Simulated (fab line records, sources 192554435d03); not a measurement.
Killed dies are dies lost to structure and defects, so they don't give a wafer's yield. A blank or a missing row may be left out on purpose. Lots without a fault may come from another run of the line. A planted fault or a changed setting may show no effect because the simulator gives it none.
Split-lot experiment | flow n5_finfet | 7 lots, 21 wafers read, on a route of 1938 steps

THE SPLIT
At N5_BEOL_M13_EXPOSE_07 (exposes mask V12), the setting dose_mj was moved away from the recipe's 24.8 on 3 of the 21 wafers read, by -2.9% to +7.2%. The other wafers ran this setting at the recipe's value.

FROM THE SPLIT TO THE READING: what the file shows between them, 11 steps
- N5_BEOL_M13_PEB_08: peb time 90 s
- N5_BEOL_M13_DEVELOP_09: develop time 45 s
- N5_BEOL_M13_HARDBAKE_14: time 120 s
- N5_BEOL_M13_CD_MEAS_10: target cd 190 nm
- N5_BEOL_M13_DESCUM_15: chemistry O2, time 7.9 s
- N5_BEOL_M13_ETCH_59: etches BARC in N2/H2, target depth 89 nm, overetch 26.7 nm, time 67.9 s
- N5_BEOL_M13_VIA_ETCH_16: etches SiOC in C4F8/O2/Ar, target depth 921.7 nm
- N5_BEOL_M13_STRIP_63: strips in N2/H2
- N5_BEOL_M13_STRIP_64: strips in N2/H2
- N5_BEOL_M13_STRIP_71: strips in post etch residue remover, time 60 s
- N5_BEOL_M13_SRD_72: time 30 s, dry time 30 s

THE READING
cd_nm, in nm, at N5_BEOL_M13_CD_MEAS_17 (target cd 190 nm). Fault-free wafers of this fab line usually give 189.1 nm, standard deviation 1.6 nm.

wafer  | tool, chamber at the split | dose_mj as run | against the recipe | cd_nm, nm | against lot-mates on the recipe
L079.1 | krf_scanner-01, 0          | 24.8           | recipe             | 187.6     | -
L079.2 | krf_scanner-01, 0          | 24.8           | recipe             | 187.3     | -
L079.5 | krf_scanner-01, 0          | 24.8           | recipe             | 188.7     | -
L088.2 | krf_scanner-01, 0          | 24.8           | recipe             | 190.1     | -
L088.4 | krf_scanner-01, 0          | 24.8           | recipe             | 190.3     | -
L088.6 | krf_scanner-01, 0          | 26.59          | +7.2%              | 197.6     | +7.4
L094.1 | krf_scanner-02, 0          | 24.8           | recipe             | 186.8     | -
L094.4 | krf_scanner-02, 0          | 24.8           | recipe             | 187.9     | -
L094.6 | krf_scanner-02, 0          | 24.8           | recipe             | 186.0     | -
L090.1 | krf_scanner-01, 0          | 24.8           | recipe             | 189.2     | -
L090.3 | krf_scanner-01, 0          | 24.8           | recipe             | 190.2     | -
L090.5 | krf_scanner-01, 0          | 24.07          | -2.9%              | 186.4     | -3.3
L096.1 | krf_scanner-02, 0          | 24.8           | recipe             | 184.0     | -
L096.3 | krf_scanner-02, 0          | 24.8           | recipe             | 187.2     | -
L096.6 | krf_scanner-02, 0          | 24.8           | recipe             | 187.5     | -
L092.1 | krf_scanner-02, 0          | 26.16          | +5.5%              | 194.7     | +6.1
L092.2 | krf_scanner-02, 0          | 24.8           | recipe             | 188.7     | -
L092.3 | krf_scanner-02, 0          | 24.8           | recipe             | 188.6     | -
L095.1 | krf_scanner-02, 0          | 24.8           | recipe             | 186.8     | -
L095.2 | krf_scanner-02, 0          | 24.8           | recipe             | 187.7     | -
L095.6 | krf_scanner-02, 0          | 24.8           | recipe             | 189.4     | -

THE FIT
A straight line over all 21 wafers: cd_nm changes by +1.2 nm for each +1% of dose_mj; r = +0.85; the points scatter about the line by 1.6 nm.
The same after taking each lot's own level away (the mean of its wafers on the recipe; 21 wafers): +1.06 nm for each +1%; r = +0.93; scatter 0.88 nm.
On that fit, the largest move of dose_mj shifts the reading by 7.7 nm.
The lots' own levels span 186.23 to 190.20 nm, that is 2.5 times the standard deviation above.
So the lot-to-lot level changes the slope: the two fits differ.
Check: with one of the wafers moved furthest among these (+7.2%) left out of the fit, the line predicts +7.99 nm for it against its lot-mates. It came out at +7.4 nm against them.

OTHER SPLITS ON THESE WAFERS
These wafers also went through other splits before the reading. Each is held against what the fit with the lots' levels taken away leaves over:
other split on the same wafers | wafers away from the commonest value | r with cd_nm (lot level and that fit taken away)
N5_BEOL_M12_ILD_DEP_00 time_s  | 7                                    | +0.01
N5_BEOL_M13_COAT_58 spin_rpm   | 9                                    | -0.01

THE WHOLE CHAIN: every reading that the file lists as answering this split, in the file's order
step                   | what it does     | reading | change (the file's fit)              | r (the file's)
N5_BEOL_M13_CD_MEAS_10 | target cd 190 nm | cd_nm   | +1 nm for each +1% of the setting    | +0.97
N5_BEOL_M13_CD_MEAS_17 | target cd 190 nm | cd_nm   | +1.06 nm for each +1% of the setting | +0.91

THE FILE'S OWN FIT
cd_nm changes by +1.06 nm for each +1% of dose_mj, r = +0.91.
